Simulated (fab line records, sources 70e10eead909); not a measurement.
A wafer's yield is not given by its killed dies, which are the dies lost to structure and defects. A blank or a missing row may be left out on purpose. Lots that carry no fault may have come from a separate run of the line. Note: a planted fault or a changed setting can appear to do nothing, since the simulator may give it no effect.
fab line records	flow nand-harc
record: lots: 11	wafers: 33	last-day: 33
route steps=1302 shown A_BLC@1128 A_M0@1147 END@1302
lots that met no fault: taken from a fault-free run of the same line
start-h: the number of hours between the record's first day and the start of the first shown wafer of the lot	wait-h: hours from the lot's prior step to this one	" unchanged from the row above	L1.1+2: several wafers, shown together as one row	- either no value or no given start	* or withheld: withheld	< > ~ a bound
route shown NAME@n: NAME is a module with steps in the file, n the number in the route of the first one	usual: mean and standard deviation over wafers with no fault	same: alike in all rows	chamber/n: place in a boat	sites: per-site readings	_std_site: the standard deviation of these	_edge_site: mean of outer sites minus mean of inner sites	radius-mm: for every site, how far away it sits from the centre of the wafer	mask NAME#n: copy n	behind: tool/chamber where the wafer was last shaped	hold: why the lot was held/for how many hours/how that ended	device: the transistor (n, p or np) that didn't switch	end of line: the route-end tests of the same wafers	a step without rows: its recipe alone	killed: dies that structure and defects cost at the first sort, which is not the same as the wafer's yield	map: per-die view of a wafer (x killed, . not killed, _ where there is no die)
set.NAME: the setting as run; set.NAME@STEP: as run at that earlier step	model.NAME: the simulator's own value behind a step, which no gauge read
the route's steps for a sample of lots (tables are steps, rows are wafers)
services: the hour from which a tool's chamber was out of use, counted from the record's first day as start-h (under 0 if before that day), plus the number of hours and why
== steps ==
step: NHARC_A_BLC_DEGAS_30
recipe: temp-c: 300	time-s: 60
usual: heater-power-w: 456/53
lot.wafer	tool	chamber	start-h	wait-h	heater-power-w
L605.1	pvd-sputter-01	-	511.16	-	429
L605.3	"	-	"	"	453
L605.5	"	-	"	"	419
L606.3	pvd-sputter-02	-	512.52	-	478
L606.5	"	-	"	"	440
L606.6	"	-	"	"	414
L607.2	pvd-sputter-03	-	543.50	-	536
L607.1	"	-	"	"	461
L607.5	"	-	"	"	439
L611.2	pvd-sputter-03	-	579.52	-	551
L611.4	"	-	"	"	521
L611.3	"	-	"	"	370
L612.2	pvd-sputter-02	-	595.11	-	384
L612.1	"	-	"	"	453
L612.6	"	-	"	"	393
L616.1	pvd-sputter-02	-	613.89	-	384
L616.2	"	-	"	"	418
L616.5	"	-	"	"	481
L618.1	pvd-sputter-03	-	641.38	-	368
L618.4	"	-	"	"	443
L618.5	"	-	"	"	535
L620.1	pvd-sputter-01	-	652.96	-	553
L620.6	"	-	"	"	554
L620.5	"	-	"	"	453
L624.2	pvd-sputter-01	-	698.51	-	416
L624.3	"	-	"	"	433
L624.6	"	-	"	"	411
L623.2	pvd-sputter-03	-	699.70	-	450
L623.1	"	-	"	"	533
L623.6	"	-	"	"	524
L626.1	pvd-sputter-03	-	724.52	-	537
L626.3	"	-	"	"	444
L626.6	"	-	"	"	521
step: NHARC_A_M0_CD_MEAS_09
recipe: target-cd-nm: 80	landing-energy-ev: 500
usual: cd-nm: 80.0/0.52
lot.wafer	tool	chamber	start-h	wait-h	cd-nm
L605.1	cd-sem-02	0	513.37	-	79.8
L605.3	"	0	"	"	79.7
L605.5	"	0	"	"	79.9
L606.3	cd-sem-02	0	514.74	-	79.5
L606.5	"	0	"	"	79.9
L606.6	"	0	"	"	78.8
L607.1	cd-sem-02	0	545.84	-	79.7
L607.2	"	0	"	"	79.4
L607.5	"	0	"	"	79.6
L611.2	cd-sem-02	0	581.72	-	80.5
L611.3	"	0	"	"	79.1
L611.4	"	0	"	"	79.4
L612.1	cd-sem-01	0	597.44	-	80.2
L612.2	"	0	"	"	80.7
L612.6	"	0	"	"	80.6
L616.1	cd-sem-02	0	616.60	-	79.3
L616.2	"	0	"	"	79.7
L616.5	"	0	"	"	79.5
L618.1	cd-sem-02	0	643.67	-	80.1
L618.4	"	0	"	"	79.3
L618.5	"	0	"	"	79.1
L620.1	cd-sem-03	0	655.67	-	79.9
L620.5	"	0	"	"	80.1
L620.6	"	0	"	"	79.6
L624.2	cd-sem-03	0	700.66	-	80.0
L624.3	"	0	"	"	80.6
L624.6	"	0	"	"	80.8
L623.1	cd-sem-02	0	701.99	-	80.5
L623.2	"	0	"	"	80.5
L623.6	"	0	"	"	80.5
L626.1	cd-sem-02	0	726.77	-	80.3
L626.3	"	0	"	"	80.4
L626.6	"	0	"	"	80.1
step: NHARC_A_M0_ETCH_34
recipe: target-depth-a: 400	overetch-a: 120	time-s: 43.94	ion-energy-ev: 200	n2-flow-sccm: 150	h2-flow-sccm: 150	ar-flow-sccm: 0	rf-w: 400	bias-w: 150	chemistry: N2/H2
usual: drypump-motor-current-A: 5.8/0.51	oes-product-au: 0.999/0.008	rf-vpp-V: 431.2/2.3	showerhead-plenum-p-Torr: 2.07/0.078	throttle-valve-pct: 14.172/0.0092
lot.wafer	tool	chamber	start-h	wait-h	drypump-motor-current-A	oes-product-au	rf-hours-counter-h	rf-vpp-V	showerhead-plenum-p-Torr	throttle-valve-pct
L605.1	rie-diel-08	2	513.65	0.1	6.0	1.001	5.9	434.1	2.14	14.167
L605.3	"	3	"	"	6.5	0.993	6.6	427.8	1.94	14.171
L605.5	"	0	"	"	5.0	1.006	-	430.6	2.03	14.158
L606.3	rie-diel-12	3	515.02	0.1	6.3	1.009	4.9	431.5	2.06	14.180
L606.6	"	0	"	"	6.6	1.016	-	428.8	1.99	14.173
L606.5	"	1	"	"	5.7	1.023	-	428.7	1.98	14.173
L607.1	rie-diel-08	3	546.11	0.1	6.5	0.983	1.1	428.3	1.94	14.161
L607.2	"	1	"	"	5.2	0.999	1.1	435.5	2.18	14.184
L607.5	"	0	"	"	5.0	0.998	-	430.5	2.03	14.191
L611.2	rie-diel-06	2	581.99	0.1	6.4	0.997	5.2	434.2	2.19	14.166
L611.4	"	0	"	"	5.8	0.997	5.2	430.7	2.03	14.175
L611.3	"	1	"	"	5.4	1.004	5.5	432.5	2.11	14.171
L612.1	rie-diel-06	3	597.73	0.1	5.6	1.000	6.5	433.4	2.08	14.174
L612.2	"	2	"	"	6.4	1.003	5.5	434.7	2.19	14.182
L612.6	"	1	"	"	5.4	1.012	-	431.5	2.11	14.167
L616.1	rie-diel-12	3	616.91	0.1	6.3	0.998	0.9	429.4	2.06	14.185
L616.2	"	0	"	"	6.7	0.995	0.9	427.6	1.99	14.143
L616.5	"	1	"	"	5.7	1.017	-	429.0	1.97	14.187
L618.1	rie-diel-12	3	643.94	0.1	6.3	1.003	2.6	430.9	2.06	14.182
L618.4	"	1	"	"	5.7	0.998	2.5	428.1	1.97	14.166
L618.5	"	3	"	"	6.3	0.996	-	431.1	2.06	14.159
L620.1	rie-diel-08	1	655.95	0.1	5.2	0.996	4.4	435.0	2.18	14.190
L620.5	"	3	"	"	6.5	0.989	-	427.3	1.94	14.176
L620.6	"	0	"	"	5.0	1.000	-	429.7	2.03	14.177
L624.3	rie-diel-06	3	700.95	0.1	5.6	1.004	2.5	431.7	2.08	14.171
L624.2	"	2	"	"	6.4	1.005	2.0	433.7	2.19	14.165
L624.6	"	3	"	"	5.6	0.998	-	431.7	2.08	14.160
L623.2	rie-diel-06	2	702.28	0.1	6.4	0.998	2.2	433.8	2.19	14.178
L623.1	"	3	"	"	5.6	0.995	2.7	433.0	2.08	14.174
L623.6	"	3	"	"	5.6	1.001	-	432.7	2.08	14.168
L626.1	rie-diel-08	3	727.05	0.1	6.5	0.992	0.6	426.5	1.94	14.169
L626.3	"	0	"	"	5.1	1.005	0.5	430.1	2.03	14.168
L626.6	"	0	"	"	5.1	0.992	-	429.8	2.03	14.186
step: NHARC_A_M0_CMP_23
recipe: t-overpolish-s: 20	target-thk-nm: 113.75
usual: motor-current-A: 11.9/1.1	time-to-endpoint-s: 29.2/2
lot.wafer	tool	chamber	start-h	wait-h	motor-current-A	time-to-endpoint-s
L605.1	cmp-02	2	515.55	-	12.3	34.6
L605.3	"	1	"	"	9.3	31.4
L605.5	"	2	"	"	12.1	32.0
L606.3	cmp-04	1	516.93	-	11.8	31.3
L606.5	"	1	"	"	11.4	32.8
L606.6	"	2	"	"	11.2	31.9
L607.2	cmp-02	2	548.05	-	12.0	29.3
L607.1	"	0	"	"	10.7	28.7
L607.5	"	2	"	"	12.6	28.7
L611.2	cmp-02	0	583.93	-	11.0	16.5
L611.4	"	1	"	"	9.6	13.7
L611.3	"	2	"	"	12.0	12.4
L612.2	cmp-02	1	599.73	-	9.4	16.7
L612.1	"	2	"	"	12.0	17.2
L612.6	"	0	"	"	11.1	15.5
L616.2	cmp-01	2	618.92	-	13.1	29.4
L616.1	"	3	"	"	12.8	29.5
L616.5	"	1	"	"	11.0	29.8
L618.4	cmp-04	3	645.90	-	11.6	29.1
L618.1	"	1	"	"	11.2	30.8
L618.5	"	2	"	"	12.2	29.9
L620.1	cmp-02	1	657.93	-	9.6	29.6
L620.5	"	2	"	"	12.1	31.1
L620.6	"	3	"	"	10.9	31.8
L624.3	cmp-01	2	702.93	-	12.5	29.1
L624.2	"	1	"	"	10.9	26.5
L624.6	"	3	"	"	12.3	29.0
L623.1	cmp-04	1	704.26	-	11.1	25.8
L623.2	"	3	"	"	12.1	29.3
L623.6	"	1	"	"	11.7	26.7
L626.1	cmp-04	1	729.17	-	11.7	28.7
L626.3	"	2	"	"	11.9	26.3
L626.6	"	2	"	"	11.7	29.0
step: NHARC_A_M0_THK_MEAS_24
recipe: thk-meas-gauge: xrf
usual: thk-nm: 114.0/1.4
lot.wafer	tool	chamber	start-h	wait-h	thk-nm
L605.1	film-metro-01	-	515.87	-	115.9
L605.3	"	-	"	"	115.2
L605.5	"	-	"	"	115.3
L606.3	film-metro-02	-	517.25	-	113.1
L606.5	"	-	"	"	112.7
L606.6	"	-	"	"	112.7
L607.1	film-metro-01	-	548.33	-	115.4
L607.2	"	-	"	"	113.8
L607.5	"	-	"	"	112.6
L611.2	film-metro-01	-	584.24	-	108.4
L611.3	"	-	"	"	107.2
L611.4	"	-	"	"	107.6
L612.1	film-metro-01	-	599.99	-	107.2
L612.2	"	-	"	"	105.6
L612.6	"	-	"	"	104.9
L616.1	film-metro-01	-	619.18	-	114.0
L616.2	"	-	"	"	115.3
L616.5	"	-	"	"	113.2
L618.1	film-metro-01	-	646.18	-	112.7
L618.4	"	-	"	"	114.0
L618.5	"	-	"	"	113.9
L620.1	film-metro-01	-	658.16	-	112.2
L620.5	"	-	"	"	114.5
L620.6	"	-	"	"	114.2
L624.2	film-metro-01	-	703.24	-	113.3
L624.3	"	-	"	"	113.9
L624.6	"	-	"	"	114.6
L623.1	film-metro-01	-	704.55	-	114.0
L623.2	"	-	"	"	113.3
L623.6	"	-	"	"	113.8
L626.1	film-metro-02	-	729.49	-	110.9
L626.3	"	-	"	"	113.2
L626.6	"	-	"	"	114.0
step: NHARC_END_SORT_01
recipe: temp-c: 25
usual: defect-limited-yield: 92.3/2.2	killed-at-array: 47/14	killed-at-other: 0.5/0.72	killed-at-periphery: 4/3.1	killed-dies: 52/15	killed-open: 3.2/1.9	killed-short: 2.4/1.7	sort_bin_2_pct: 2.7/1.1	sort_bin_3_pct: 0.6/0.34	sort_bin_4_pct: 4.4/1.3	sort-n-pass: 625/15	sort-rim-yield-pct: 90/4.3	sort-yield-pct: 92.3/2.2
same: gross-dies: 677	sort_bin_5_pct[%]: 0	sort_bin_6_pct[%]: 0	sort_bin_7_pct[%]: 0	sort_bin_8_pct[%]: 0	sort-rim-n-gross: 106.00
lot.wafer	tool	chamber	start-h	wait-h	defect-limited-yield[%]	killed-at-array	killed-at-other	killed-at-periphery	killed-dies	killed-open	killed-short	sort_bin_2_pct[%]	sort_bin_3_pct[%]	sort_bin_4_pct[%]	sort-n-pass	sort-rim-yield-pct[%]	sort-yield-pct[%]
L606.3	prober-01	0	556.38	3.1	92.3	50	1	1	52	5	6	1.9	0.9	4.9	625	87	92.3
L606.5	prober-01	0	557.99	3.7	90.3	62	1	3	66	5	2	3.0	1.0	5.8	611	89	90.3
L606.6	prober-01	0	558.79	4.0	91.0	57	1	3	61	2	1	1.5	0.6	6.9	616	82	91.0
L605.1	prober-02	0	559.94	2.5	97.5	14	0	3	17	2	1	1.2	0	1.3	660	97	97.5
L605.3	prober-02	0	561.52	3.1	96.3	21	0	4	25	3	1	1.3	0	2.4	652	95	96.3
L605.5	prober-02	0	563.10	3.7	95.7	26	0	3	29	4	4	0.9	0.4	3.0	648	94	95.7
L607.1	prober-01	0	584.44	2.5	91.0	58	0	3	61	5	1	3.5	0.6	4.9	616	90	91.0
L607.2	prober-01	0	585.23	2.8	91.9	54	0	1	55	3	1	3.1	0.6	4.4	622	87	91.9
L607.5	prober-01	0	587.62	3.7	90.3	64	0	2	66	5	2	3.0	1.2	5.6	611	91	90.3
L611.2	prober-02	0	621.42	2.8	92.0	44	1	9	54	5	1	2.4	0.3	5.3	623	89	92.0
L611.3	prober-02	0	622.22	3.1	93.8	33	2	7	42	1	6	2.4	0.1	3.7	635	92	93.8
L611.4	prober-02	0	623.02	3.4	91.6	53	2	2	57	2	2	3.5	0.9	4.0	620	99	91.6
L612.1	prober-01	0	743.00	2.5	90.1	55	2	10	67	6	2	3.8	0.4	5.6	610	91	90.1
L612.2	prober-01	0	743.82	2.8	92.0	52	1	1	54	2	2	2.4	0.3	5.3	623	86	92.0
L612.6	prober-01	0	747.10	4.1	89.4	64	2	6	72	5	0	3.7	0.7	6.2	605	91	89.4
L616.1	prober-02	0	761.09	2.5	94.7	32	0	4	36	5	2	1.9	0.3	3.1	641	91	94.7
L616.2	prober-02	0	761.89	2.8	94.2	36	0	3	39	1	0	2.1	0.1	3.5	638	92	94.2
L616.5	prober-02	0	764.27	3.7	95.4	29	0	2	31	2	2	0.9	0.3	3.4	646	92	95.4
L618.1	prober-01	0	766.47	2.5	89.7	61	0	9	70	0	1	3.4	0.9	6.1	607	90	89.7
L618.4	prober-01	0	768.86	3.4	90.7	51	0	12	63	2	5	4.4	0.1	4.7	614	85	90.7
L618.5	prober-01	0	769.65	3.7	91.3	51	0	8	59	8	3	3.0	1.0	4.7	618	88	91.3
L620.1	prober-01	0	774.26	2.5	95.3	28	0	4	32	1	1	1.8	0.1	2.8	645	87	95.3
L620.5	prober-01	0	777.40	3.6	94.4	32	1	5	38	6	0	1.8	0.1	3.7	639	93	94.4
L620.6	prober-01	0	778.18	3.9	93.4	37	2	6	45	6	2	2.1	0.4	4.1	632	89	93.4
L624.2	prober-02	0	785.21	2.8	91.9	52	1	2	55	1	4	2.5	0.3	5.3	622	86	91.9
L624.3	prober-02	0	786.00	3.1	93.2	35	2	9	46	5	3	2.2	0.6	4.0	631	86	93.2
L624.6	prober-02	0	788.37	3.9	92.6	44	0	6	50	1	3	1.9	1.0	4.4	627	86	92.6
L623.1	prober-01	0	789.90	2.5	91.7	53	0	3	56	5	0	3.4	0.3	4.6	621	91	91.7
L623.2	prober-01	0	790.69	2.8	93.4	44	0	1	45	1	2	2.1	0.6	4.0	632	87	93.4
L623.6	prober-01	0	793.88	4.0	92.8	47	0	2	49	5	2	2.8	0.6	3.8	628	90	92.8
L626.1	prober-02	0	792.18	2.5	90.5	62	0	2	64	1	1	3.4	0.9	5.2	613	82	90.5
L626.3	prober-02	0	793.79	3.1	88.3	70	0	9	79	7	3	5.2	0.9	5.6	598	83	88.3
L626.6	prober-02	0	796.20	4.0	89.8	62	0	7	69	1	3	3.5	1.5	5.2	608	87	89.8
killed by level:class
L606.3 A_CHANNEL_HOLE_D2:chamber-film-flake=28 A_SLIT:chamber-film-flake=7 A_CHANNEL_FILL_D1:geometric-particle:open=3 A_CHANNEL_HOLE_D1:chamber-film-flake=3 A_STAIRCASE:chamber-film-flake=3 A_CHANNEL_FILL_D2:geometric-particle:short=2 P_M0:geometric-particle:short=1 A_ONON_D1:geometric-particle:open=1
L606.5 A_CHANNEL_HOLE_D2:chamber-film-flake=37 A_SLIT:chamber-film-flake=11 A_CHANNEL_HOLE_D1:chamber-film-flake=4 A_STAIRCASE:chamber-film-flake=4 A_M0:geometric-particle:open=2 P_CONTACT:geometric-particle:open=1 P_M0:geometric-particle:short=1 P_M0:geometric-particle:open=1
L606.6 A_CHANNEL_HOLE_D2:chamber-film-flake=30 A_SLIT:chamber-film-flake=22 P_GATE:chamber-film-flake=2 A_STAIRCASE:chamber-film-flake=2 P_GATE:geometric-particle:open=1 A_CHANNEL_FILL_D2:geometric-particle:short=1 A_WL_FILL:geometric-particle:open=1 A_BLC:chamber-film-flake=1
L605.1 A_CHANNEL_HOLE_D2:chamber-film-flake=3 A_STAIRCASE:chamber-film-flake=3 A_CONTACT:chamber-film-flake=3 P_GATE:chamber-film-flake=2 A_ONON_D1:geometric-particle:open=1 A_ONON_D2:geometric-particle:short=1 A_WL_FILL:geometric-particle:open=1 P_ZERO_WELL:chamber-film-flake=1
L605.3 A_CHANNEL_HOLE_D2:chamber-film-flake=6 A_CHANNEL_FILL_D2:chamber-film-flake=3 P_M2:chamber-film-flake=2 A_DECK1_JOINT:chamber-film-flake=2 A_STAIRCASE:chamber-film-flake=2 A_BLC:chamber-film-flake=2 P_GATE:geometric-particle:open=1 A_CHANNEL_FILL_D1:geometric-particle:short=1
L605.5 A_CHANNEL_HOLE_D2:chamber-film-flake=13 A_CHANNEL_HOLE_D1:geometric-particle:open=2 A_CHANNEL_FILL_D2:geometric-particle:short=2 P_GATE:chamber-film-flake=2 A_STAIRCASE:chamber-film-flake=2 A_CONTACT:chamber-film-flake=2 A_CHANNEL_FILL_D1:geometric-particle:open=1 A_WL_FILL:geometric-particle:short=1
L607.1 A_CHANNEL_HOLE_D2:chamber-film-flake=33 A_SLIT:chamber-film-flake=14 A_DECK1_JOINT:geometric-particle:open=2 A_M1:chamber-film-flake=2 P_GATE:geometric-particle:open=1 P_M1:geometric-particle:open=1 A_ONON_D1:geometric-particle:short=1 A_CHANNEL_FILL_D1:geometric-particle:open=1
L607.2 A_SLIT:chamber-film-flake=23 A_CHANNEL_HOLE_D2:chamber-film-flake=23 P_M0:geometric-particle:open=1 A_DECK1_JOINT:geometric-particle:open=1 A_BLC:geometric-particle:short=1 A_M0:geometric-particle:open=1 A_CHANNEL_HOLE_D1:chamber-film-flake=1 A_STAIRCASE:chamber-film-flake=1
L607.5 A_CHANNEL_HOLE_D2:chamber-film-flake=29 A_SLIT:chamber-film-flake=23 A_CHANNEL_FILL_D2:geometric-particle:open=2 A_CHANNEL_HOLE_D1:chamber-film-flake=2 P_M0:geometric-particle:open=1 A_ONON_D1:geometric-particle:short=1 A_CHANNEL_HOLE_D1:geometric-particle:short=1 A_SLIT:geometric-particle:open=1
L611.2 A_CHANNEL_HOLE_D2:chamber-film-flake=23 A_CONTACT:chamber-film-flake=5 P_ZERO_WELL:chamber-film-flake=3 P_M2:chamber-film-flake=3 A_CHANNEL_HOLE_D1:chamber-film-flake=3 P_M0:geometric-particle:open=2 A_ZERO_WELL:chamber-film-flake=2 A_CHANNEL_FILL_D2:chamber-film-flake=2
L611.3 A_CHANNEL_HOLE_D2:chamber-film-flake=23 A_CHANNEL_FILL_D2:chamber-film-flake=3 P_CONTACT:geometric-particle:short=2 A_ONON_D2:geometric-particle:short=2 A_CHANNEL_HOLE_D1:chamber-film-flake=2 THIN_TSV:chamber-film-flake=2 P_GATE:geometric-particle:short=1 P_CONTACT:geometric-particle:open=1
L611.4 A_CHANNEL_HOLE_D2:chamber-film-flake=38 A_CHANNEL_FILL_D2:chamber-film-flake=4 A_CHANNEL_HOLE_D1:chamber-film-flake=2 A_SLIT:chamber-film-flake=2 A_CONTACT:chamber-film-flake=2 A_CHANNEL_HOLE_D1:geometric-particle:open=1 A_CHANNEL_FILL_D1:geometric-particle:open=1 A_SGD_CUT:geometric-particle:short=1
L612.1 A_CHANNEL_HOLE_D1:chamber-film-flake=30 A_CHANNEL_HOLE_D2:chamber-film-flake=5 A_STAIRCASE:chamber-film-flake=4 A_WL_FILL:chamber-film-flake=3 A_CONTACT:chamber-film-flake=3 P_M2:geometric-particle:open=2 A_M0:geometric-particle:open=2 P_ZERO_WELL:chamber-film-flake=2
L612.2 A_CHANNEL_HOLE_D1:chamber-film-flake=26 A_CHANNEL_HOLE_D2:chamber-film-flake=12 A_SLIT:chamber-film-flake=2 A_WL_FILL:chamber-film-flake=2 A_CONTACT:chamber-film-flake=2 A_M1:chamber-film-flake=2 A_ONON_D1:geometric-particle:short=1 A_CHANNEL_FILL_D1:geometric-particle:short=1
L612.6 A_CHANNEL_HOLE_D1:chamber-film-flake=39 A_CHANNEL_HOLE_D2:chamber-film-flake=12 A_CONTACT:chamber-film-flake=5 P_M0:geometric-particle:open=2 P_CONTACT:chamber-film-flake=2 A_STAIRCASE:chamber-film-flake=2 A_SLIT:chamber-film-flake=2 A_WL_FILL:chamber-film-flake=2
L616.1 A_SLIT:chamber-film-flake=16 A_CHANNEL_HOLE_D1:chamber-film-flake=3 A_CHANNEL_FILL_D1:chamber-film-flake=3 A_M1:chamber-film-flake=3 A_ONON_D2:geometric-particle:open=2 P_CONTACT:geometric-particle:open=1 P_M0:geometric-particle:open=1 A_ONON_D1:geometric-particle:short=1
L616.2 A_SLIT:chamber-film-flake=21 A_CHANNEL_HOLE_D1:chamber-film-flake=5 A_CONTACT:chamber-film-flake=5 P_BONDPAD:chamber-film-flake=2 A_CHANNEL_FILL_D1:geometric-particle:open=1 P_ZERO_WELL:chamber-film-flake=1 A_CHANNEL_FILL_D1:chamber-film-flake=1 A_DECK1_JOINT:chamber-film-flake=1
L616.5 A_SLIT:chamber-film-flake=8 A_CHANNEL_HOLE_D1:chamber-film-flake=5 A_WL_FILL:chamber-film-flake=4 A_CONTACT:chamber-film-flake=4 A_CHANNEL_FILL_D1:chamber-film-flake=2 A_STAIRCASE:chamber-film-flake=2 P_CONTACT:geometric-particle:short=1 A_DECK1_JOINT:geometric-particle:short=1
L618.1 A_CHANNEL_HOLE_D1:chamber-film-flake=32 A_CHANNEL_HOLE_D2:chamber-film-flake=16 P_CONTACT:chamber-film-flake=7 A_CONTACT:chamber-film-flake=7 A_SLIT:chamber-film-flake=2 A_WL_FILL:chamber-film-flake=2 A_WL_FILL:geometric-particle:short=1 P_GATE:chamber-film-flake=1
L618.4 A_CHANNEL_HOLE_D1:chamber-film-flake=23 A_CHANNEL_HOLE_D2:chamber-film-flake=8 A_CONTACT:chamber-film-flake=7 A_SLIT:chamber-film-flake=4 P_CONTACT:chamber-film-flake=4 P_GATE:chamber-film-flake=3 P_M2:chamber-film-flake=3 A_DECK1_JOINT:geometric-particle:short=2
L618.5 A_CHANNEL_HOLE_D1:chamber-film-flake=25 A_CHANNEL_HOLE_D2:chamber-film-flake=7 A_CONTACT:chamber-film-flake=5 P_CONTACT:chamber-film-flake=3 A_WL_FILL:chamber-film-flake=3 A_ONON_D1:geometric-particle:open=2 P_GATE:chamber-film-flake=2 P_CONTACT:geometric-particle:open=1
L620.1 A_CHANNEL_HOLE_D2:chamber-film-flake=10 A_CONTACT:chamber-film-flake=6 A_SLIT:chamber-film-flake=5 A_CHANNEL_HOLE_D1:chamber-film-flake=3 P_GATE:chamber-film-flake=2 A_CHANNEL_FILL_D1:geometric-particle:open=1 A_CHANNEL_FILL_D2:geometric-particle:short=1 P_ZERO_WELL:chamber-film-flake=1
L620.5 A_CHANNEL_HOLE_D2:chamber-film-flake=11 A_SLIT:chamber-film-flake=7 A_CHANNEL_HOLE_D1:chamber-film-flake=5 A_CONTACT:chamber-film-flake=4 P_GATE:chamber-film-flake=3 A_CHANNEL_FILL_D1:geometric-particle:open=2 P_M2:geometric-particle:open=1 A_ONON_D2:geometric-particle:open=1
L620.6 A_CHANNEL_HOLE_D2:chamber-film-flake=20 A_CHANNEL_HOLE_D1:chamber-film-flake=4 A_CONTACT:chamber-film-flake=4 A_SLIT:chamber-film-flake=4 P_GATE:chamber-film-flake=2 P_STI:geometric-particle:open=1 P_GATE:geometric-particle:open=1 P_M0:geometric-particle:open=1
L624.2 A_CHANNEL_HOLE_D1:chamber-film-flake=19 A_CHANNEL_HOLE_D2:chamber-film-flake=16 A_SLIT:chamber-film-flake=6 A_ONON_D2:geometric-particle:short=2 A_CONTACT:chamber-film-flake=2 A_ONON_D1:geometric-particle:open=1 A_ONON_D1:geometric-particle:short=1 A_WL_FILL:geometric-particle:short=1
L624.3 A_SLIT:chamber-film-flake=10 A_CHANNEL_HOLE_D1:chamber-film-flake=9 A_CHANNEL_HOLE_D2:chamber-film-flake=9 P_STI:chamber-film-flake=2 P_M1:chamber-film-flake=2 A_CONTACT:chamber-film-flake=2 THIN_TSV:chamber-film-flake=2 P_CONTACT:geometric-particle:open=1
L624.6 A_CHANNEL_HOLE_D1:chamber-film-flake=13 A_CHANNEL_HOLE_D2:chamber-film-flake=12 A_SLIT:chamber-film-flake=9 A_CONTACT:chamber-film-flake=4 A_STAIRCASE:chamber-film-flake=3 P_STI:chamber-film-flake=2 P_STI:geometric-particle:short=1 P_CONTACT:geometric-particle:open=1
L623.1 A_CHANNEL_HOLE_D2:chamber-film-flake=27 A_SLIT:chamber-film-flake=9 A_CONTACT:chamber-film-flake=6 A_CHANNEL_HOLE_D1:chamber-film-flake=5 P_CONTACT:geometric-particle:open=2 A_ONON_D2:geometric-particle:open=1 A_CHANNEL_FILL_D2:geometric-particle:open=1 A_BLC:geometric-particle:open=1
L623.2 A_CHANNEL_HOLE_D1:chamber-film-flake=20 A_CHANNEL_HOLE_D2:chamber-film-flake=7 A_SLIT:chamber-film-flake=7 A_STAIRCASE:chamber-film-flake=3 A_CONTACT:chamber-film-flake=3 A_CHANNEL_FILL_D2:chamber-film-flake=2 P_M0:geometric-particle:open=1 A_SOURCE_PLATE:geometric-particle:short=1
L626.1 A_CHANNEL_HOLE_D2:chamber-film-flake=20 A_SLIT:chamber-film-flake=14 A_CHANNEL_HOLE_D1:chamber-film-flake=13 A_CONTACT:chamber-film-flake=6 A_WL_FILL:chamber-film-flake=3 A_ONON_D1:geometric-particle:short=1 A_M0:geometric-particle:open=1 P_GATE:chamber-film-flake=1
L626.3 A_SLIT:chamber-film-flake=19 A_CHANNEL_HOLE_D2:chamber-film-flake=17 A_CHANNEL_HOLE_D1:chamber-film-flake=15 A_STAIRCASE:chamber-film-flake=6 P_GATE:chamber-film-flake=4 P_M1:chamber-film-flake=3 P_M0:geometric-particle:open=2 A_CHANNEL_FILL_D1:geometric-particle:open=2
L623.6 A_CHANNEL_HOLE_D2:chamber-film-flake=18 A_CHANNEL_HOLE_D1:chamber-film-flake=13 A_SLIT:chamber-film-flake=5 A_CONTACT:chamber-film-flake=3 P_GATE:geometric-particle:open=1 A_SOURCE_PLATE:geometric-particle:open=1 A_ONON_D1:geometric-particle:short=1 A_ONON_D1:geometric-particle:open=1
L626.6 A_SLIT:chamber-film-flake=24 A_CHANNEL_HOLE_D2:chamber-film-flake=12 A_CONTACT:chamber-film-flake=8 A_CHANNEL_HOLE_D1:chamber-film-flake=7 P_GATE:chamber-film-flake=3 P_M1:chamber-film-flake=3 A_WL_FILL:chamber-film-flake=3 A_STAIRCASE:chamber-film-flake=2
== services ==
tool	chamber	start-h	hours	kind
pvd-sputter-03	-	502.00	10.0	pm
cmp-02	-	505.74	4.0	pm
rie-diel-06	-	508.91	0.5	repair
rie-diel-08	-	520.80	9.0	pm
cmp-04	-	526.71	4.0	pm
rie-diel-06	1	535.57	6.8	repair
pvd-sputter-03	-	546.45	0.7	repair
cmp-04	-	572.50	2.6	repair
cmp-02	-	584.88	3.1	repair
rie-diel-06	0	585.90	14.8	repair
rie-diel-06	2	585.93	2.6	repair
rie-diel-06	3	588.93	5.8	repair
cmp-04	-	594.83	0.8	repair
pvd-sputter-03	-	599.95	7.5	repair
cmp-02	-	603.74	4.0	pm
cmp-04	-	624.75	4.0	pm
pvd-sputter-03	-	629.89	4.8	repair
rie-diel-08	-	636.21	1.3	repair
rie-diel-06	-	637.23	9.0	pm
cmp-04	-	679.99	5.3	repair
pvd-sputter-03	-	680.00	10.0	pm
rie-diel-06	2	685.64	4.8	repair
cmp-02	-	701.74	4.0	pm
pvd-sputter-03	-	709.45	0.8	repair
== key ==
first-sign: step: NHARC_A_M0_CMP_23	reading: time-to-endpoint-s	direction: down	sigmas: 7	usual: *	struck: *
effect: step: NHARC_A_M0_THK_MEAS_24	reading: thk-nm	direction: down	sigmas: 5.2	usual: 114.0	struck: 106.8
met-at NHARC_A_M0_CMP_23
struck-lots L611,L612
not-acting-at NHARC_A_BLC_DEGAS_30,NHARC_A_M0_CD_MEAS_09,NHARC_A_M0_ETCH_34
onset-between 548.05 583.93
fault: kind: process-parameter-drift	tool: cmp-02	chamber: -	onset-h: 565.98	steps: NHARC_A_M0_CMP_23	channel: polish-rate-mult	offset: 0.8	shape: step	end-h: 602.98
